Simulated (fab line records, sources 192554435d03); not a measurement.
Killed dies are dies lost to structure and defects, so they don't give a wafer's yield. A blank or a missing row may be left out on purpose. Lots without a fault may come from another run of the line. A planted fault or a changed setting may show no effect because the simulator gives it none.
Split-lot experiment | flow n5_finfet | 7 lots, 21 wafers read, on a route of 1938 steps

THE SPLIT
At N5_BEOL_M12_COAT_04 (resist thk 400 nm), the setting spin_rpm was moved away from the recipe's 1625 rpm on 6 of the 21 wafers read, by -9.0% to +8.7%. The other wafers ran this setting at the recipe's value.

FROM THE SPLIT TO THE READING: what the file shows between them, 3 steps
- N5_BEOL_M12_EBR_06
- N5_BEOL_M12_SOFTBAKE_05: time 60 s
- N5_BEOL_M12_DESCUM_15: chemistry O2, time 7.9 s

THE READING
coat_of_BEOL_M12_COAT_04.thk_nm (the simulator's own value, which no gauge read), in nm, at N5_BEOL_M12_ETCH_59 (etches BARC in N2/H2, target depth 89 nm, overetch 26.7 nm, time 67.9 s). The file gives no usual value for it. The 15 wafers here that ran the recipe average 318.8 nm, standard deviation 2 nm.

wafer  | tool, chamber at the split | spin_rpm as run, rpm | against the recipe | coat_of_BEOL_M12_COAT_04.thk_nm, nm | against lot-mates on the recipe
L074.2 | litho_track-01, 0          | 1625                 | recipe             | 318.2                               | -
L074.3 | litho_track-01, 0          | 1625                 | recipe             | 315.2                               | -
L074.4 | litho_track-01, 0          | 1625                 | recipe             | 315.8                               | -
L081.1 | litho_track-03, 0          | 1725                 | +6.2%              | 306.6                               | -11.0
L081.3 | litho_track-03, 0          | 1625                 | recipe             | 315.6                               | -
L081.5 | litho_track-03, 0          | 1625                 | recipe             | 319.6                               | -
L079.3 | litho_track-03, 0          | 1479                 | -9.0%              | 341.4                               | +21.5
L079.4 | litho_track-03, 0          | 1625                 | recipe             | 320                                 | -
L079.5 | litho_track-03, 0          | 1625                 | recipe             | 319.8                               | -
L082.1 | litho_track-01, 0          | 1625                 | recipe             | 318.6                               | -
L082.2 | litho_track-01, 0          | 1572                 | -3.3%              | 329                                 | +10.4
L082.4 | litho_track-01, 0          | 1572                 | -3.3%              | 322.6                               | +4.0
L083.2 | litho_track-03, 0          | 1766                 | +8.7%              | 300.2                               | -19.7
L083.4 | litho_track-03, 0          | 1625                 | recipe             | 320.4                               | -
L083.5 | litho_track-03, 0          | 1625                 | recipe             | 319.4                               | -
L087.2 | litho_track-03, 0          | 1625                 | recipe             | 321.4                               | -
L087.4 | litho_track-03, 0          | 1625                 | recipe             | 317.6                               | -
L087.5 | litho_track-03, 0          | 1625                 | recipe             | 318.8                               | -
L097.1 | litho_track-03, 0          | 1756                 | +8.1%              | 303.2                               | -17.3
L097.3 | litho_track-03, 0          | 1625                 | recipe             | 322                                 | -
L097.6 | litho_track-03, 0          | 1625                 | recipe             | 319                                 | -

THE FIT
A straight line over all 21 wafers: coat_of_BEOL_M12_COAT_04.thk_nm changes by -2.19 nm for each +1% of spin_rpm; r = -0.97; the points scatter about the line by 2.2 nm.
The same after taking each lot's own level away (the mean of its wafers on the recipe; 21 wafers): -2.21 nm for each +1%; r = -0.98; scatter 1.7 nm.
On that fit, the largest move of spin_rpm shifts the reading by 20 nm.
The lots' own levels span 316.40 to 320.50 nm, that is 2.1 times the standard deviation above.
So the lot-to-lot level changes the slope little: the two slopes agree.
Check: with one of the wafers moved furthest among these (-9.0%) left out of the fit, the line predicts +19.3 nm for it against its lot-mates. It came out at +21.5 nm against them.

OTHER SPLITS ON THESE WAFERS
These wafers also went through other splits before the reading. Each is held against what the fit with the lots' levels taken away leaves over:
other split on the same wafers | wafers away from the commonest value | r with coat_of_BEOL_M12_COAT_04.thk_nm (lot level and that fit taken away)
N5_BEOL_M11_COAT_05 spin_rpm   | 6                                    | +0.04
N5_BEOL_M12_ILD_DEP_00 time_s  | 7                                    | +0.20

THE WHOLE CHAIN: every reading that the file lists as answering this split, in the file's order
step                | what it does                                                            | reading                                                                          | change (the file's fit)              | r (the file's)
N5_BEOL_M12_COAT_04 | resist thk 400 nm                                                       | coat_of_BEOL_M12_COAT_04.thk_nm (the simulator's own value, which no gauge read) | -2.01 nm for each +1% of the setting | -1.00
N5_BEOL_M12_ETCH_59 | etches BARC in N2/H2, target depth 89 nm, overetch 26.7 nm, time 67.9 s | coat_of_BEOL_M12_COAT_04.thk_nm (the simulator's own value, which no gauge read) | -2.21 nm for each +1% of the setting | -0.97

THE FILE'S OWN FIT
coat_of_BEOL_M12_COAT_04.thk_nm changes by -2.21 nm for each +1% of spin_rpm, r = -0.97.
